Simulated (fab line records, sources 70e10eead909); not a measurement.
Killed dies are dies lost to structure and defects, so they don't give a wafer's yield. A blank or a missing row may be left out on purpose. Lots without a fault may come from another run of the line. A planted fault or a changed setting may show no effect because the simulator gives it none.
fab line records | flow nand_harc
record lots=7 wafers=18 last_day=33
route steps=1302 shown P_CONTACT@226 END@1302
lots that met no fault: from a run of the same line without faults
start_h: hours from the record's first day to the start of the lot's first wafer shown | wait_h: hours since the lot's step before | " the same as in the row above | L1.1+2: a row that stands for several wafers | - no value, or no start given | * or withheld: withheld | < > ~ a bound
route shown NAME@n: a module of which the file shows steps, and the number in the route of the first | usual: mean/standard deviation of fault-free wafers | same: alike in all rows | chamber/n: place in a boat | sites: the reading at each site | _std_site: their standard deviation | _edge_site: outer sites' mean less inner sites' | radius_mm: how far each site lies from the wafer's centre | mask NAME#n: copy n | behind: the tool/chamber that last shaped the wafer | hold: why the lot was held/for how many hours/how that ended | device: the transistor (n, p or np) that didn't switch | end of line: the same wafers' tests at the end of the route | a step without rows: its recipe alone | killed: dies lost to structure and defects at the first sort, not the wafer's yield | map: a wafer's dies, x killed, . not, _ none there
set.NAME: the setting as run; set.NAME@STEP: as run at that earlier step | model.NAME: the simulator's own value behind a step, which no gauge read
lots at some steps of the route; a table a step, a row a wafer
services: from which hour (start_h, from the record's first day; less than 0 if before it) a tool's chamber was out of use, for how many hours, and why
## steps
# step NHARC_P_CONTACT_COAT_06
# recipe spin_rpm=1500 resist_thk_nm=90
# step NHARC_P_CONTACT_SOFTBAKE_07
# recipe temp_c=105 time_s=55
# step NHARC_P_CONTACT_EBR_08
# step NHARC_P_CONTACT_EXPOSE_09
# recipe na=1.35 target_cd_nm=90 dose_mj=81.26 mask_id=P_CA
# step NHARC_P_CONTACT_PEB_10
# recipe peb_temp_c=100 peb_time_s=65
# step NHARC_P_CONTACT_DEVELOP_11
# recipe develop_time_s=35 dev_temp_c=23
# step NHARC_P_CONTACT_CD_MEAS_12
# recipe target_cd_nm=90 landing_energy_ev=500
# usual cd_nm=89.7/0.62
# columns lot.wafer tool chamber start_h wait_h cd_nm
L898.2 cd_sem-03 0 128.47 - 89.0
L898.4 " 0 " " 88.7
L898.5 " 0 " " 89.6
L905.1 cd_sem-01 0 213.32 - 89.3
L905.3 " 0 " " 89.7
L905.5 " 0 " " 89.7
L906.4 cd_sem-01 0 223.40 - 90.1
L906.5 " 0 " " 89.1
L906.6 " 0 " " 90.0
L917.1 cd_sem-02 0 313.93 - 90.9
L917.6 " 0 " " 89.7
L918.1 cd_sem-02 0 324.99 - 89.7
L918.2 " 0 " " 88.9
L919.2 cd_sem-02 0 344.14 - 89.8
L919.4 " 0 " " 90.3
L920.3 cd_sem-01 0 349.96 - 89.8
L920.4 " 0 " " 89.9
L920.5 " 0 " " 90.2
# step NHARC_P_CONTACT_OVL_MEAS_13
# usual overlay_x_nm=0.0/0.81 overlay_y_nm=0.0/0.84
# columns lot.wafer tool chamber start_h wait_h overlay_x_nm overlay_y_nm
L898.2 overlay-02 - 128.56 - -0.4 0.7
L898.4 " - " " 0.0 1.0
L898.5 " - " " -0.2 0.3
L905.1 overlay-02 - 213.41 - -0.2 1.0
L905.3 " - " " -1.0 1.1
L905.5 " - " " -0.4 0.9
L906.4 overlay-01 - 223.48 - -0.3 -0.6
L906.5 " - " " -0.9 -0.4
L906.6 " - " " -0.8 -0.4
L917.1 overlay-02 - 314.02 - 0.3 0.7
L917.6 " - " " 0.7 1.1
L918.1 overlay-01 - 325.08 - 1.1 1.0
L918.2 " - " " 1.0 0.5
L919.2 overlay-02 - 344.23 - -0.4 0.5
L919.4 " - " " -0.2 0.1
L920.3 overlay-01 - 350.04 - -0.9 -1.6
L920.4 " - " " -1.4 -1.2
L920.5 " - " " -0.7 -1.0
# step NHARC_P_CONTACT_INSPECT_14
# usual raw_defect_count=3.6/2.4
# columns lot.wafer tool chamber start_h wait_h raw_defect_count
L898.2 defect_inspect-01 - 128.60 0.0 2
L898.4 " - " " 3
L898.5 " - " " 1
L905.1 defect_inspect-01 - 213.44 0.0 4
L905.3 " - " " 3
L905.5 " - " " 0
L906.4 defect_inspect-02 - 223.52 0.0 3
L906.5 " - " " 4
L906.6 " - " " 4
L917.1 defect_inspect-02 - 314.06 0.0 1
L917.6 " - " " 2
L918.1 defect_inspect-01 - 325.11 0.0 11
L918.2 " - " " 4
L919.2 defect_inspect-02 - 344.26 0.0 2
L919.4 " - " " 3
L920.3 defect_inspect-02 - 350.08 0.0 1
L920.4 " - " " 2
L920.5 " - " " 5
# step NHARC_P_CONTACT_DESCUM_17
# recipe time_s=3 o2_flow_sccm=200 ar_flow_sccm=0 bias_power_w=0 chemistry=O2
# usual drypump_motor_current_A=6.0/0.57 oes_product_au=1.004/0.0088 rf_vpp_V=57.7/0.92 showerhead_plenum_p_Torr=1.89/0.079 throttle_valve_pct=11.310/0.0091
# columns lot.wafer tool chamber start_h wait_h drypump_motor_current_A oes_product_au rf_hours_counter_h rf_vpp_V showerhead_plenum_p_Torr throttle_valve_pct
L898.4 rie_diel-11 1 128.66 0.1 6.5 1.012 1.7 57.8 2.01 11.308
L898.2 " 2 " " 6.4 1.004 1.8 57.0 1.82 11.326
L898.5 " 1 " " 6.5 1.012 - 60.3 2.01 11.307
L905.3 rie_diel-01 3 213.51 0.1 5.8 1.011 0 58.2 1.89 11.309
L905.1 " 0 " " 4.9 1.006 0 58.7 2.00 11.338
L905.5 " 3 " " 5.8 1.006 - 57.2 1.89 11.310
L906.6 rie_diel-11 3 223.61 0.1 4.9 1.001 - 56.5 1.80 11.312
L906.5 " 1 " " 6.5 1.005 - 57.3 2.01 11.317
L906.4 " 2 " " 6.4 1.003 - 56.1 1.82 11.318
L917.1 rie_diel-11 0 314.14 0.1 6.4 1.016 2.5 58.2 1.82 11.319
L917.6 " 2 " " 6.5 1.003 - 58.0 1.82 11.314
L918.2 rie_diel-11 3 325.17 0.1 4.9 1.004 3.9 58.3 1.80 11.313
L918.1 " 2 " " 6.4 0.998 3.6 57.6 1.82 11.308
L919.2 rie_diel-11 1 344.32 0.1 6.5 1.007 3.3 57.8 2.00 11.289
L919.4 " 0 " " 6.3 1.022 4.3 57.0 1.82 11.315
L920.3 rie_diel-06 2 350.16 0.1 5.9 0.988 0.5 58.1 1.90 11.308
L920.4 " 3 " " 6.4 1.007 0.5 57.9 1.85 11.311
L920.5 " 0 " " 6.0 1.006 - 57.9 2.01 11.322
# step NHARC_P_CONTACT_ETCH_35
# recipe target_depth_a=390 over_etch_frac=0.3 time_s=65 ion_energy_ev=80 cf4_flow_sccm=150 ar_flow_sccm=0 rf_w=300 bias_w=100 chemistry=CF4
# usual drypump_motor_current_A=6.0/0.57 oes_product_au=1.003/0.0096 rf_vpp_V=150.9/1.1 run_length_s=86.2/0.47 showerhead_plenum_p_Torr=1.75/0.069 throttle_valve_pct=13.285/0.0083
# columns lot.wafer tool chamber start_h wait_h drypump_motor_current_A oes_product_au rf_hours_counter_h rf_vpp_V run_length_s showerhead_plenum_p_Torr throttle_valve_pct
L898.2 rie_diel-11 2 128.74 0.1 6.5 0.995 1.8 150.4 86.9 1.69 13.285
L898.4 " 0 " " 6.4 1.018 1.7 151.9 86.6 1.69 13.292
L898.5 " 3 " " 4.9 1.002 - 149.5 86.3 1.67 13.281
L905.1 rie_diel-01 1 213.60 0.1 6.4 0.994 0.0 149.6 86.7 1.68 13.287
L905.3 " 3 " " 5.8 1.004 0.0 151.9 86.4 1.75 13.279
L905.5 " 1 " " 6.4 1.001 - 150.0 86.8 1.68 13.270
L906.6 rie_diel-11 3 223.70 0.1 4.9 1.007 - 149.8 86.1 1.67 13.285
L906.4 " 1 " " 6.5 1.007 - 152.4 85.9 1.85 13.294
L906.5 " 2 " " 6.4 0.989 - 150.6 87.1 1.69 13.283
L917.1 rie_diel-11 2 314.22 0.1 6.5 1.001 2.5 151.5 86.8 1.69 13.279
L917.6 " 1 " " 6.5 1.012 - 151.6 86.1 1.85 13.287
L918.1 rie_diel-11 2 325.28 0.1 6.5 0.990 3.6 149.7 86.8 1.69 13.289
L918.2 " 3 " " 4.9 0.997 4.0 150.3 85.8 1.67 13.286
L919.4 rie_diel-11 1 344.41 0.1 6.6 1.003 3.3 151.9 86.3 1.85 13.295
L919.2 " 2 " " 6.4 0.990 4.3 148.0 87.2 1.69 13.275
L920.3 rie_diel-06 0 350.23 0.1 6.1 1.006 0.5 152.9 86.2 1.85 13.284
L920.4 " 1 " " 6.2 1.005 0.5 151.9 85.8 1.78 13.298
L920.5 " 0 " " 6.0 1.001 - 152.1 86.4 1.85 13.275
# step NHARC_P_CONTACT_ETCH_36
# recipe target_depth_a=2600 over_etch_frac=0.25 time_s=406.25 ion_energy_ev=200 n2_flow_sccm=150 h2_flow_sccm=150 ar_flow_sccm=0 rf_w=400 bias_w=150 chemistry=N2/H2
# usual drypump_motor_current_A=6.0/0.59 oes_product_au=1.003/0.0095 rf_vpp_V=429.6/2.5 run_length_s=427.5/0.47 showerhead_plenum_p_Torr=2.01/0.087 throttle_valve_pct=14.171/0.0094
# columns lot.wafer tool chamber start_h wait_h drypump_motor_current_A oes_product_au rf_hours_counter_h rf_vpp_V run_length_s showerhead_plenum_p_Torr throttle_valve_pct
L898.2 rie_diel-11 1 - - 6.5 1.010 1.8 433.9 427.3 2.14 14.164
L898.4 " 3 " " 4.9 1.011 2.0 429.3 427.1 1.92 14.176
L898.5 " 0 " " 6.4 1.014 - 427.5 427.6 1.94 14.168
L905.3 rie_diel-01 3 - - 5.8 0.999 0.1 429.3 427.8 2.02 14.179
L905.1 " 1 " " 6.4 1.003 0.1 427.5 428.1 1.93 14.174
L905.5 " 3 " " 5.8 1.002 - 429.3 427.5 2.02 14.163
L906.5 rie_diel-11 1 - - 6.6 1.004 - 433.8 427.1 2.14 14.187
L906.6 " 2 " " 6.4 1.007 - 428.4 427.9 1.94 14.167
L906.4 " 3 " " 4.9 1.007 - 425.7 428.0 1.92 14.158
L917.1 rie_diel-11 1 - - 6.5 1.010 2.3 432.9 427.1 2.14 14.163
L917.6 " 2 " " 6.4 0.992 - 428.5 427.9 1.93 14.179
L918.1 rie_diel-11 3 - - 4.9 0.992 4.0 425.9 427.2 1.91 14.187
L918.2 " 0 " " 6.4 1.009 3.7 428.1 427.7 1.94 14.186
L919.4 rie_diel-11 0 - - 6.4 1.024 4.4 428.1 427.7 1.94 14.170
L919.2 " 2 " " 6.5 0.988 4.3 427.2 428.1 1.93 14.172
L920.3 rie_diel-06 3 - - 6.4 1.005 0.6 427.0 428.1 1.97 14.178
L920.4 " 1 " " 6.2 0.998 0.6 429.9 426.6 2.05 14.155
L920.5 " 3 " " 6.4 1.015 - 429.5 427.4 1.97 14.171
# step NHARC_P_CONTACT_ETCH_18
# recipe target_depth_a=4810 time_s=240.5 c4f8_flow_sccm=20 o2_flow_sccm=10 ar_flow_sccm=withheld rf_w=600 bias_w=1500 chemistry=C4F8/O2/Ar
# usual oes_product_au=0.962/0.019 rf_vpp_V=976/5.6 run_length_s=261.7/0.5
# columns lot.wafer tool chamber start_h wait_h oes_product_au rf_hours_counter_h rf_vpp_V run_length_s
L898.4 rie_diel-11 1 129.17 - 0.968 2.0 985 261.6
L898.2 " 2 " " 0.964 2.0 971 262.3
L898.5 " 3 " " 0.981 - 971 261.3
L905.3 rie_diel-01 1 213.98 - 0.973 0.2 971 262.9
L905.1 " 3 " " 0.958 0.3 975 261.6
L905.5 " 1 " " 0.979 - 971 262.2
L906.4 rie_diel-11 1 224.24 - 0.958 - 984 261.6
L906.6 " 2 " " 0.957 - 972 262.3
L906.5 " 3 " " 0.963 - 970 261.3
L917.1 rie_diel-11 3 314.60 - 0.926 3.1 971 261.3
L917.6 " 0 " " 0.944 - 971 200.1
L918.1 rie_diel-11 2 325.74 - 0.957 3.9 972 262.1
L918.2 " 3 " " 0.961 4.2 971 199.4
L919.4 rie_diel-11 2 344.80 - 0.941 4.4 973 262.6
L919.2 " 1 " " 0.955 3.6 985 199.6
L920.3 rie_diel-06 0 350.64 - 0.970 0.8 985 261.6
L920.4 " 1 " " 0.968 0.7 978 261.1
L920.5 " 0 " " 0.966 - 986 261.7
# step NHARC_P_CONTACT_STRIP_37
# recipe c4f8_flow_sccm=withheld o2_flow_sccm=8 ar_flow_sccm=withheld bias_w=0 chemistry=C4F8/O2/Ar
# step NHARC_END_SORT_01
# recipe temp_c=25
# usual killed_at_array=59/16 killed_at_other=0.8/1.1 killed_at_periphery=3.6/2.4 killed_dies=64/16 killed_open=3.4/1.8 killed_short=2.5/1.6
# same gross_dies=677
# columns lot.wafer tool chamber start_h wait_h killed_at_array killed_at_other killed_at_periphery killed_dies killed_open killed_short
L906.4 prober-02 0 692.50 3.4 67 2 3 72 1 5
L917.6 prober-01 0 767.43 3.9 71 0 606 677 3 3
L918.2 prober-02 0 780.31 2.8 41 3 633 677 3 3
L919.2 prober-01 0 780.24 2.8 58 0 619 677 5 2
# killed by level:class
L906.4 A_CHANNEL_HOLE_D1:chamber_film_flake=32 A_CHANNEL_HOLE_D2:chamber_film_flake=21 A_CONTACT:chamber_film_flake=3 P_M0:chamber_film_flake=3 A_STAIRCASE:chamber_film_flake=3 A_WL_FILL:geometric_particle:short=2 STARTING-WAFER:geometric_particle:short=2 A_SLIT:chamber_film_flake=2
L917.6 P_CONTACT:area_etch=606 A_CHANNEL_HOLE_D2:chamber_film_flake=25 A_CHANNEL_HOLE_D1:chamber_film_flake=14 A_STAIRCASE:chamber_film_flake=9 A_CONTACT:chamber_film_flake=8 A_WL_FILL:chamber_film_flake=5 A_SLIT:chamber_film_flake=2 A_CHANNEL_HOLE_D1:geometric_particle:short=1
L919.2 P_CONTACT:area_etch=617 A_CHANNEL_HOLE_D2:chamber_film_flake=24 A_CHANNEL_HOLE_D1:chamber_film_flake=11 A_CONTACT:chamber_film_flake=6 A_SLIT:chamber_film_flake=4 A_STAIRCASE:chamber_film_flake=3 A_M1:chamber_film_flake=3 A_CHANNEL_FILL_D2:chamber_film_flake=2
L918.2 P_CONTACT:area_etch=629 A_SLIT:chamber_film_flake=27 A_CONTACT:chamber_film_flake=6 THIN_TSV:chamber_film_flake=3 P_GATE:chamber_film_flake=2 A_CHANNEL_HOLE_D1:chamber_film_flake=2 P_CONTACT:geometric_particle:open=1 P_M1:geometric_particle:short=1
# map L917.6 (x killed, . not)
____________x____________
_________xxxxxxx_________
_______xxxxxxxxxxx_______
______xxxxxxxxxxxxx______
_____xxxxxxxxxxxxxxx_____
____xxxxxxxxxxxxxxxxx____
____xxxxxxxxxxxxxxxxx____
___xxxxxxxxxxxxxxxxxxx___
___xxxxxxxxxxxxxxxxxxx___
__xxxxxxxxxxxxxxxxxxxxx__
__xxxxxxxxxxxxxxxxxxxxx__
_xxxxxxxxxxxxxxxxxxxxxxx_
_xxxxxxxxxxxxxxxxxxxxxxx_
_xxxxxxxxxxxxxxxxxxxxxxx_
_xxxxxxxxxxxxxxxxxxxxxxx_
_xxxxxxxxxxxxxxxxxxxxxxx_
xxxxxxxxxxxxxxxxxxxxxxxxx
xxxxxxxxxxxxxxxxxxxxxxxxx
xxxxxxxxxxxxxxxxxxxxxxxxx
xxxxxxxxxxxxxxxxxxxxxxxxx
xxxxxxxxxxxxxxxxxxxxxxxxx
_xxxxxxxxxxxxxxxxxxxxxxx_
_xxxxxxxxxxxxxxxxxxxxxxx_
_xxxxxxxxxxxxxxxxxxxxxxx_
_xxxxxxxxxxxxxxxxxxxxxxx_
_xxxxxxxxxxxxxxxxxxxxxxx_
__xxxxxxxxxxxxxxxxxxxxx__
__xxxxxxxxxxxxxxxxxxxxx__
___xxxxxxxxxxxxxxxxxxx___
___xxxxxxxxxxxxxxxxxxx___
____xxxxxxxxxxxxxxxxx____
____xxxxxxxxxxxxxxxxx____
_____xxxxxxxxxxxxxxx_____
______xxxxxxxxxxxxx______
_______xxxxxxxxxxx_______
_________xxxxxxx_________
____________x____________
# map L918.2 (x killed, . not)
____________x____________
_________xxxxxxx_________
_______xxxxxxxxxxx_______
______xxxxxxxxxxxxx______
_____xxxxxxxxxxxxxxx_____
____xxxxxxxxxxxxxxxxx____
____xxxxxxxxxxxxxxxxx____
___xxxxxxxxxxxxxxxxxxx___
___xxxxxxxxxxxxxxxxxxx___
__xxxxxxxxxxxxxxxxxxxxx__
__xxxxxxxxxxxxxxxxxxxxx__
_xxxxxxxxxxxxxxxxxxxxxxx_
_xxxxxxxxxxxxxxxxxxxxxxx_
_xxxxxxxxxxxxxxxxxxxxxxx_
_xxxxxxxxxxxxxxxxxxxxxxx_
_xxxxxxxxxxxxxxxxxxxxxxx_
xxxxxxxxxxxxxxxxxxxxxxxxx
xxxxxxxxxxxxxxxxxxxxxxxxx
xxxxxxxxxxxxxxxxxxxxxxxxx
xxxxxxxxxxxxxxxxxxxxxxxxx
xxxxxxxxxxxxxxxxxxxxxxxxx
_xxxxxxxxxxxxxxxxxxxxxxx_
_xxxxxxxxxxxxxxxxxxxxxxx_
_xxxxxxxxxxxxxxxxxxxxxxx_
_xxxxxxxxxxxxxxxxxxxxxxx_
_xxxxxxxxxxxxxxxxxxxxxxx_
__xxxxxxxxxxxxxxxxxxxxx__
__xxxxxxxxxxxxxxxxxxxxx__
___xxxxxxxxxxxxxxxxxxx___
___xxxxxxxxxxxxxxxxxxx___
____xxxxxxxxxxxxxxxxx____
____xxxxxxxxxxxxxxxxx____
_____xxxxxxxxxxxxxxx_____
______xxxxxxxxxxxxx______
_______xxxxxxxxxxx_______
_________xxxxxxx_________
____________x____________
## services
# columns tool chamber start_h hours kind
rie_diel-11 0 112.00 - clean
rie_diel-11 1 112.00 - clean
rie_diel-11 2 112.00 - clean
rie_diel-11 3 112.00 - clean
rie_diel-06 1 116.98 5.3 repair
rie_diel-01 2 124.90 8.0 repair
rie_diel-06 - 130.20 9.0 pm
rie_diel-11 0 136.50 - clean
rie_diel-11 1 136.50 - clean
rie_diel-11 2 136.50 - clean
rie_diel-11 3 136.50 - clean
rie_diel-11 0 161.00 - clean
rie_diel-11 1 161.00 - clean
rie_diel-01 2 189.10 4.8 repair
rie_diel-01 - 203.81 9.0 pm
rie_diel-11 0 217.46 8.5 repair
rie_diel-06 1 225.05 5.9 repair
rie_diel-11 1 249.45 12.3 repair
rie_diel-11 - 255.50 9.0 pm
rie_diel-01 3 292.95 21.6 repair
rie_diel-06 - 307.20 9.0 pm
rie_diel-01 1 310.92 2.1 repair
rie_diel-11 1 321.73 7.7 repair
rie_diel-01 1 335.62 5.2 repair
## key
first_sign step=NHARC_P_CONTACT_ETCH_18 reading=run_length_s direction=down sigmas=99+ usual=* struck=*
effect step=NHARC_END_SORT_01 reading=killed_at_periphery direction=up sigmas=99+ usual=3.6 struck=619.3
more_kills_born_at NHARC_P_CONTACT_ETCH_18@rie_diel-11=1852
met_at NHARC_P_CONTACT_ETCH_18
struck_wafers L917.6,L918.2,L919.2
later_rows_left_out L917.6,L918.2,L919.2
tester_left_out L917,L918,L919
onset_between 224.24 314.60
fault kind=process_parameter_drift tool=rie_diel-11 chamber=- onset_h=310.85 steps=NHARC_P_CONTACT_ETCH_18 channel=time_s offset=* shape=step end_h=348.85 scope=struck_wafers_only acts_in=* stated=*
# tester_left_out: of these lots the tester's yield and bins aren't shown, on N5 and GAA mostly nor the transistor test; their killed dies are dies lost to structure and defects alone, not to doping, threshold or leakage, so they don't give the yield
# later_rows_left_out: the simulator's readings of these wafers behind a module that went badly wrong aren't trusted and aren't shown, but for the sort
